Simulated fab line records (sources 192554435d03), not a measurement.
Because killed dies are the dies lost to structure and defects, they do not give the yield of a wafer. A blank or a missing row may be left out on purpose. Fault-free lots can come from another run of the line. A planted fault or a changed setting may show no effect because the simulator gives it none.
fab line records	flow n5_finfet
[record] lots = 9	wafers = 27	last_day = 18
route steps=1938 shown BEOL_M4@1111 MIM_TOP_LITHO@1848 MIM_BOT_LITHO@1863 MIM_BOT_ETCH@1866 PASSIVATION@1936
lots that met no fault: taken from a fault-free run of the same line
start_h: the number of hours between the record's first day and the start of the first shown wafer of the lot	wait_h: hours since the lot's step before	" as in the row above	L1.1+2: one row covering several wafers at once	- value missing, or start not given	* or withheld: withheld	< > ~ a bound
route shown NAME@n: names a module that has steps shown in the file, with the first one's number in the route	usual: mean/standard deviation of fault-free wafers	same: alike in all rows	chamber/n: place in a boat	sites: the reading at each site	_std_site: standard deviation across them	_edge_site: outer sites' mean less inner sites'	radius_mm: how far each site lies from the wafer's centre	mask NAME#n: copy n	behind: tool/chamber where the wafer was last shaped	hold: cause of the lot's hold/its duration in hours/its outcome	device: transistor that didn't switch, given as n, p or np	end of line: tests of these same wafers at the route's end	step lacking rows: just its recipe	killed: not the wafer's yield, but the dies lost to structure and defects at the first sort	map: per-die view of a wafer (x killed, . not killed, _ where there is no die)
set.NAME: the setting the step ran with; set.NAME@STEP: the setting that earlier step ran with	model.NAME: the simulator's own value behind a step, which no gauge read
route steps across a sampled set of lots; one table per step, one row per wafer
services: a tool's chamber out of use, with start hour (start_h, from the record's first day; less than 0 if before it), hours out, and reason
[[steps]]
[step N5_BEOL_M4_RC_MEAS_101]
[usual] DIBL_N = 36.0/2.5	DIBL_P = 36.7/3	IOFF_N = 0.16/0.043	IOFF_P = 0.21/0.049	ION_N = 673/15	ION_P = 461/9.8	SS_N = 71.5/0.83	SS_P = 73.4/0.83	VT_N = 250/4	VT_P = -251/4
lot.wafer	tool	chamber	start_h	wait_h	DIBL_N[mV/V]	DIBL_P[mV/V]	IOFF_N[nA/um]	IOFF_P[nA/um]	ION_N[uA/um]	ION_P[uA/um]	SS_N[mV/dec]	SS_P[mV/dec]	VT_N[mV]	VT_P[mV]
L373.2	prober-02	0	160.81	0.2	41.7	41.5	0.27	0.30	687	465	73.2	75.1	244	-247
L373.4	"	0	"	"	36.4	34.4	0.14	0.17	663	449	71.2	73.3	255	-257
L373.6	"	0	"	"	36.7	34.5	0.15	0.18	664	449	71.7	74.0	255	-255
L372.3	prober-01	0	161.37	0.3	32.1	33.7	0.12	0.18	657	456	70.5	72.6	254	-254
L372.5	"	0	"	"	33.0	33.8	0.14	0.18	671	459	71.7	72.8	254	-254
L372.6	"	0	"	"	31.8	33.3	0.12	0.17	663	459	70.7	72.1	252	-250
L375.1	prober-02	0	185.75	0.0	40.0	40.1	0.22	0.28	691	467	72.0	73.9	243	-243
L375.4	"	0	"	"	35.5	35.4	0.14	0.20	664	455	71.4	73.4	251	-251
L375.6	"	0	"	"	40.0	41.3	0.24	0.32	700	482	72.0	73.7	242	-243
L376.1	prober-01	0	186.86	0.0	29.9	30.0	0.09	0.13	677	470	69.7	71.6	256	-257
L376.5	"	0	"	"	35.4	36.9	0.16	0.22	671	467	71.6	72.5	245	-249
L376.6	"	0	"	"	32.0	32.9	0.11	0.17	675	475	71.5	71.8	254	-250
L384.2	prober-02	0	237.25	0.2	34.1	31.5	0.12	0.19	685	473	70.1	72.6	253	-250
L384.3	"	0	"	"	34.7	31.4	0.11	0.18	651	455	71.0	72.2	256	-248
L384.5	"	0	"	"	35.0	31.5	0.13	0.20	662	466	70.8	72.7	253	-248
L386.2	prober-01	0	243.50	0.2	41.8	41.4	0.27	0.32	684	462	73.2	74.9	247	-244
L386.4	"	0	"	"	34.5	32.9	0.13	0.18	668	462	70.4	72.5	251	-251
L386.5	"	0	"	"	35.7	33.3	0.13	0.18	650	447	71.9	73.4	256	-251
L387.1	prober-01	0	266.62	0.0	34.7	34.9	0.14	0.19	677	466	70.6	73.5	251	-250
L387.5	"	0	"	"	38.4	39.5	0.21	0.27	684	469	72.1	74.4	246	-248
L387.6	"	0	"	"	35.1	35.9	0.15	0.21	670	459	71.5	72.9	252	-253
L394.1	prober-01	0	319.88	0.0	36.6	39.2	0.19	0.24	694	479	70.8	73.8	242	-249
L394.4	"	0	"	"	35.8	38.0	0.16	0.21	684	469	71.7	73.5	248	-251
L394.5	"	0	"	"	35.0	36.9	0.14	0.20	669	461	71.0	73.1	252	-250
L395.1	prober-01	0	325.33	0.0	35.6	36.6	0.14	0.17	672	454	71.1	72.9	252	-256
L395.5	"	0	"	"	37.2	38.3	0.17	0.19	683	463	71.8	73.6	251	-254
L395.6	"	0	"	"	35.3	36.1	0.13	0.16	650	445	70.9	73.2	254	-258
[step N5_MIM_TOP_LITHO_OVL_MEAS_11]
[recipe] points_per_wafer = 44
[usual] MIM_TOP_OVL = 2/5.9
lot.wafer	tool	chamber	start_h	wait_h	MIM_TOP_OVL[nm]
L372.3	overlay-02	0	252.71	0.0	4
L372.5	"	0	"	"	-5
L372.6	"	0	"	"	8
L373.2	overlay-02	0	257.58	0.0	-3
L373.4	"	0	"	"	4
L373.6	"	0	"	"	-3
L376.1	overlay-01	0	281.44	0.0	9
L376.5	"	0	"	"	6
L376.6	"	0	"	"	6
L375.1	overlay-01	0	284.21	0.1	14
L375.4	"	0	"	"	13
L375.6	"	0	"	"	8
L384.2	overlay-01	0	334.23	0.0	-8
L384.3	"	0	"	"	-3
L384.5	"	0	"	"	-5
L387.1	overlay-01	0	368.37	0.0	0
L387.5	"	0	"	"	-3
L387.6	"	0	"	"	-3
L386.2	overlay-02	0	372.07	0.0	8
L386.4	"	0	"	"	8
L386.5	"	0	"	"	9
L394.1	overlay-01	0	410.51	0.0	18
L394.4	"	0	"	"	8
L394.5	"	0	"	"	5
L395.1	overlay-02	0	423.68	0.0	-1
L395.5	"	0	"	"	-1
L395.6	"	0	"	"	7
[step N5_MIM_BOT_LITHO_OVL_MEAS_11]
[recipe] points_per_wafer = 44
[usual] MIM_BOT_OVL = 3/5.3
lot.wafer	tool	chamber	start_h	wait_h	MIM_BOT_OVL[nm]
L372.3	overlay-01	0	253.71	0.0	9
L372.5	"	0	"	"	4
L372.6	"	0	"	"	3
L373.2	overlay-01	0	258.62	0.0	3
L373.4	"	0	"	"	2
L373.6	"	0	"	"	6
L376.1	overlay-01	0	282.42	0.0	8
L376.5	"	0	"	"	2
L376.6	"	0	"	"	0
L375.1	overlay-01	0	285.11	0.0	6
L375.4	"	0	"	"	8
L375.6	"	0	"	"	1
L384.2	overlay-02	0	335.11	0.0	4
L384.3	"	0	"	"	6
L384.5	"	0	"	"	-6
L387.1	overlay-01	0	369.10	0.0	-5
L387.5	"	0	"	"	-3
L387.6	"	0	"	"	-2
L386.2	overlay-01	0	372.84	0.0	-3
L386.4	"	0	"	"	1
L386.5	"	0	"	"	-2
L394.1	overlay-01	0	411.89	0.0	8
L394.4	"	0	"	"	11
L394.5	"	0	"	"	1
L395.1	overlay-02	0	424.57	0.0	10
L395.5	"	0	"	"	7
L395.6	"	0	"	"	5
[step N5_MIM_BOT_LITHO_DESCUM_10]
[recipe] chemistry = O2	time_s = 7.9	source_power_w = 50	bias_power_w = 20	pressure_mtorr = 20	rf_frequency_hz = 2.712e+07	temp_c = 40	o2_flow_sccm = 225
[usual] drypump_motor_current_A = 5.8/0.46	oes_product_au = 0.81/0.088	rf_vpp_V = 242.8/1.6	showerhead_plenum_p_Torr = 2.08/0.094	throttle_valve_pct = 20.31/0.23
lot.wafer	tool	chamber	start_h	wait_h	drypump_motor_current_A	oes_product_au	rf_hours_counter_h	rf_vpp_V	showerhead_plenum_p_Torr	throttle_valve_pct
L372.3	rie_diel-04	2	253.77	0.0	5.8	0.68	209	244.0	2.18	20.74
L372.5	"	3	"	"	5.3	0.83	-	241.6	2.03	19.94
L372.6	"	2	"	"	5.8	0.69	-	245.5	2.18	20.75
L373.2	rie_diel-06	1	258.79	0.1	6.0	0.98	5	242.5	2.07	20.47
L373.4	"	0	"	"	6.6	0.92	12	244.0	2.05	20.27
L373.6	"	1	"	"	6.0	0.98	-	242.7	2.07	20.49
L376.1	rie_diel-06	3	282.47	0.0	6.5	0.81	93	242.4	2.00	20.21
L376.5	"	0	"	"	6.6	0.90	-	242.5	2.05	20.28
L376.6	"	3	"	"	6.5	0.81	-	242.6	2.00	20.20
L375.1	rie_diel-06	0	285.17	0.0	6.6	0.90	19	242.3	2.05	20.28
L375.4	"	1	"	"	6.0	0.96	12	241.1	2.07	20.52
L375.6	"	3	"	"	6.5	0.82	-	240.4	2.00	20.22
L384.2	rie_diel-04	3	335.29	0.1	5.3	0.80	92	242.1	2.02	19.99
L384.3	"	2	"	"	5.8	0.68	231	243.6	2.17	20.77
L384.5	"	2	"	"	5.8	0.69	-	244.5	2.17	20.77
L387.1	rie_diel-04	0	369.22	0.1	5.6	0.86	55	244.9	2.24	20.20
L387.5	"	3	"	"	5.3	0.79	-	240.9	2.02	19.99
L387.6	"	0	"	"	5.5	0.86	-	245.0	2.24	20.20
L386.2	rie_diel-04	0	372.91	0.0	5.6	0.86	57	245.8	2.24	20.21
L386.4	"	0	"	"	5.6	0.86	-	243.7	2.24	20.20
L386.5	"	2	"	"	5.8	0.68	-	243.9	2.16	20.79
L394.1	rie_diel-06	1	411.95	0.0	6.0	0.85	64	243.1	2.05	20.57
L394.4	"	2	"	"	5.4	0.88	21	244.3	2.22	20.28
L394.5	"	0	"	"	6.6	0.82	-	240.6	2.03	20.36
L395.1	rie_diel-06	2	424.62	0.0	5.4	0.86	25	245.9	2.22	20.28
L395.5	"	0	"	"	6.7	0.81	-	242.4	2.03	20.37
L395.6	"	1	"	"	6.0	0.85	-	242.0	2.05	20.58
[step N5_MIM_BOT_ETCH_ETCH_04]
[recipe] chemistry = CF4/O2	target = SiNx	target_depth_a = 260	time_s = 13	ion_energy_ev = 100	pressure_mtorr = 40	source_w = 535	bias_w = 49	Ar_flow_sccm = 100	cf4_flow_sccm = 100	O2_flow_sccm = 10
[usual] O2_flow_sccm = 9.998/0.028	bias_w = 49.02/0.14	drypump_motor_current_A = 5.8/0.46	mfc_ar_sccm = 100.0/0.31	oes_product_au = 0.82/0.087	rf_vpp_V = 238/5.7	showerhead_plenum_p_Torr = 2.19/0.088	throttle_valve_pct = 15.86/0.2
lot.wafer	tool	chamber	start_h	wait_h	O2_flow_sccm	bias_w	drypump_motor_current_A	mfc_ar_sccm	oes_product_au	rf_hours_counter_h	rf_vpp_V	showerhead_plenum_p_Torr	throttle_valve_pct
L372.3	rie_diel-04	2	253.83	0.0	10.048	49.11	5.8	99.9	0.70	209	235	2.26	16.16
L372.5	"	3	"	"	10.036	48.94	5.3	100.0	0.85	-	237	2.14	15.59
L372.6	"	2	"	"	9.977	49.27	5.8	99.9	0.70	-	235	2.26	16.16
L373.2	rie_diel-06	1	258.86	0.0	9.982	49.06	6.0	100.0	0.99	5	242	2.16	15.93
L373.4	"	0	"	"	9.965	49.02	6.6	100.4	0.92	12	237	2.18	15.95
L373.6	"	1	"	"	10.009	48.89	6.0	99.9	0.99	-	242	2.16	15.89
L376.1	rie_diel-06	3	282.54	0.0	9.979	49.16	6.5	100.3	0.85	93	226	2.11	15.78
L376.5	"	0	"	"	9.981	48.97	6.6	100.3	0.91	-	240	2.18	15.97
L376.6	"	3	"	"	10.010	49.05	6.5	100.6	0.85	-	229	2.11	15.78
L375.1	rie_diel-06	0	285.24	0.0	10.020	49.06	6.7	99.9	0.92	19	239	2.18	15.97
L375.4	"	1	"	"	10.005	48.96	6.0	99.9	0.97	12	242	2.16	15.92
L375.6	"	3	"	"	10.021	48.98	6.5	99.4	0.84	-	226	2.11	15.79
L384.2	rie_diel-04	3	335.35	0.0	9.955	49.41	5.3	100.0	0.80	92	237	2.13	15.66
L384.3	"	2	"	"	9.985	48.98	5.9	99.5	0.69	231	233	2.25	16.20
L384.5	"	2	"	"	10.032	49.17	5.9	99.8	0.68	-	235	2.25	16.18
L387.1	rie_diel-04	0	369.29	0.0	-	-	-	-	-	-	-	-	-
L387.5	"	3	"	"	-	-	-	-	-	-	-	-	-
L387.6	"	0	"	"	-	-	-	-	-	-	-	-	-
L386.2	rie_diel-04	0	372.98	0.0	-	-	-	-	-	-	-	-	-
L386.4	"	0	"	"	-	-	-	-	-	-	-	-	-
L386.5	"	2	"	"	-	-	-	-	-	-	-	-	-
L394.1	rie_diel-06	1	412.01	0.0	9.967	48.90	6.0	99.9	0.86	64	241	2.14	16.03
L394.4	"	2	"	"	10.023	49.17	5.5	99.7	0.89	21	251	2.32	15.76
L394.5	"	0	"	"	9.988	48.88	6.6	100.3	0.83	-	236	2.16	16.06
L395.1	rie_diel-06	2	424.69	0.0	9.975	49.12	5.4	100.5	0.89	25	252	2.32	15.77
L395.5	"	0	"	"	10.004	49.06	6.6	99.7	0.81	-	237	2.16	16.07
L395.6	"	1	"	"	9.994	49.21	6.0	100.4	0.86	-	242	2.14	16.06
[step N5_PASSIVATION_PROBE_49]
[usual] defect_limited_yield = 91.1/1.5	killed_at_M0_to_M3 = 37/11	killed_at_M4_up = 13/5.6	killed_at_contacts = 12/5.6	killed_at_front_end = 39/11	killed_at_other = 4/3.1	killed_dies = 105/18	killed_on_rim = 14/3.8	killed_open = 69/13	killed_short = 35/7.4	sort_bin_4_leakage = 0.00/0.022	sort_bin_5_function = 5.1/0.92	sort_bin_6_memory = 3.4/0.76	sort_bin_8_speed = 0.02/0.11	sort_n_pass = 1075/18	sort_yield_pct = 91.1/1.5
[same] gross_dies = 1180	killed_at_back_side = 0
lot.wafer	tool	chamber	start_h	wait_h	defect_limited_yield[%]	killed_at_M0_to_M3	killed_at_M4_up	killed_at_contacts	killed_at_front_end	killed_at_other	killed_dies	killed_on_rim	killed_open	killed_short	sort_bin_4_leakage[%]	sort_bin_5_function[%]	sort_bin_6_memory[%]	sort_bin_8_speed[%]	sort_n_pass	sort_yield_pct[%]
L387.1	prober-01	-	377.91	0.0	0	32	17	17	34	1080	1180	152	65	34	0	96.4	3.5	0	0	0
L387.5	prober-01	-	378.11	0.2	0	29	10	11	36	1094	1180	152	55	35	0	96.3	3.2	0	0	0
L387.6	prober-01	-	378.16	0.3	0	26	7	11	54	1082	1180	152	61	37	0	96.7	3.2	0	0	0
L386.2	prober-01	-	381.27	0.1	0	38	11	13	23	1095	1180	152	62	27	0	96.9	3.0	0	0	0
L386.4	prober-01	-	381.37	0.2	0	58	16	18	34	1054	1180	152	86	45	0	95.4	4.3	0	0	0
L386.5	prober-01	-	381.42	0.2	0	25	9	10	37	1099	1180	152	59	34	0	97.1	2.4	0	0	0
// killed by level:class
L387.1 MIM_BOT_ETCH:area_etch=1080 MOL_CONTACT_COAG:geometric_particle:open=15 FIN_SAQP:geometric_particle:short=10 BEOL_M0_SAQP:geometric_particle:short=9 BEOL_M2:geometric_particle:open=9 BEOL_M0_SAQP:geometric_particle:open=8 BEOL_M4:geometric_particle:open=8 FIN_SAQP:geometric_particle:open=7
L387.5 MIM_BOT_ETCH:area_etch=1090 BEOL_M0_SAQP:geometric_particle:open=10 MOL_CONTACT_COAG:geometric_particle:open=9 FIN_SAQP:geometric_particle:open=7 GATE_CUT:geometric_particle:short=7 BEOL_M0_SAQP:geometric_particle:short=7 FIN_SAQP:geometric_particle:short=6 STI_FIN_REVEAL:geometric_particle:open=4
L387.6 MIM_BOT_ETCH:area_etch=1082 FIN_SAQP:geometric_particle:short=14 FIN_SAQP:geometric_particle:open=10 MOL_CONTACT_COAG:geometric_particle:open=9 STI_FIN_REVEAL:geometric_particle:open=6 BEOL_M1:geometric_particle:open=6 BEOL_M3:geometric_particle:open=6 STARTING-WAFER:geometric_particle:short=6
L386.2 MIM_BOT_ETCH:area_etch=1091 BEOL_M0_SAQP:geometric_particle:open=12 MOL_CONTACT_COAG:geometric_particle:open=8 BEOL_M3:geometric_particle:open=8 STI_FIN_REVEAL:geometric_particle:open=5 MOL_CONTACT_COAG:geometric_particle:short=5 BEOL_M3:geometric_particle:short=5 BEOL_M0_SAQP:geometric_particle:short=4
L386.4 MIM_BOT_ETCH:area_etch=1047 BEOL_M0_SAQP:geometric_particle:open=20 BEOL_M0_SAQP:geometric_particle:short=18 MOL_CONTACT_COAG:geometric_particle:open=15 FIN_SAQP:geometric_particle:short=10 BEOL_M4:geometric_particle:open=8 BEOL_M3:geometric_particle:open=7 BEOL_M2:geometric_particle:open=6
L386.5 MIM_BOT_ETCH:area_etch=1087 BEOL_M0_SAQP:geometric_particle:open=10 FIN_SAQP:geometric_particle:short=7 MOL_CONTACT_COAG:geometric_particle:open=7 BEOL_M3:geometric_particle:open=7 DUMMY_GATE:geometric_particle:open=6 BEOL_M5:geometric_particle:open=6 PASS1_CAP:geometric_particle:short=5
[[services]]
tool	chamber	start_h	hours	kind
rie_diel-04	-	266.81	2.4	repair
rie_diel-06	-	267.21	0.6	repair
rie_diel-06	-	275.37	4.3	pm
rie_diel-06	2	294.86	13.9	repair
rie_diel-04	2	302.94	7.1	repair
rie_diel-04	2	310.68	4.4	repair
rie_diel-06	2	334.08	-	clean
rie_diel-06	2	334.08	-	consumable_replace:focus_ring
rie_diel-06	2	334.08	-	consumable_replace:showerhead
rie_diel-06	2	334.08	21.2	scheduled_down
rie_diel-06	2	334.08	21.2	vent_cycle
rie_diel-04	3	347.13	14.3	repair
rie_diel-06	3	352.68	16.5	repair
rie_diel-04	1	361.41	-	clean
rie_diel-04	1	361.41	-	consumable_replace:focus_ring
rie_diel-04	1	361.41	-	consumable_replace:showerhead
rie_diel-04	1	361.41	23.5	scheduled_down
rie_diel-04	1	361.41	23.5	vent_cycle
rie_diel-04	2	400.23	9.9	repair
rie_diel-04	2	410.23	-	clean
rie_diel-04	2	410.23	-	consumable_replace:focus_ring
[[key]]
[first_sign] step = N5_MIM_BOT_ETCH_ETCH_04	reading = tool_record	direction = missing
[effect] step = N5_PASSIVATION_PROBE_49	reading = killed_at_other	direction = up	sigmas = 99+	usual = 4	struck = 1084
[more_kills_born_at] N5_MIM_BOT_ETCH_ETCH_04@rie_diel-04 = 6477
met_at N5_MIM_BOT_ETCH_ETCH_04
struck_lots L386,L387
later_rows_left_out L386.2,L386.4,L386.5,L387.1,L387.5,L387.6
not_acting_at N5_MIM_TOP_LITHO_OVL_MEAS_11,N5_MIM_BOT_LITHO_OVL_MEAS_11,N5_MIM_BOT_LITHO_DESCUM_10
onset_between 335.35 369.29
[fault] kind = skipped_step_whole	tool = rie_diel-04	chamber = -	onset_h = 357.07	steps = N5_MIM_BOT_ETCH_ETCH_04	scope = struck_lots_only
// later_rows_left_out: the simulator's readings of these wafers behind a module that went badly wrong aren't trusted and aren't shown, but for the sort
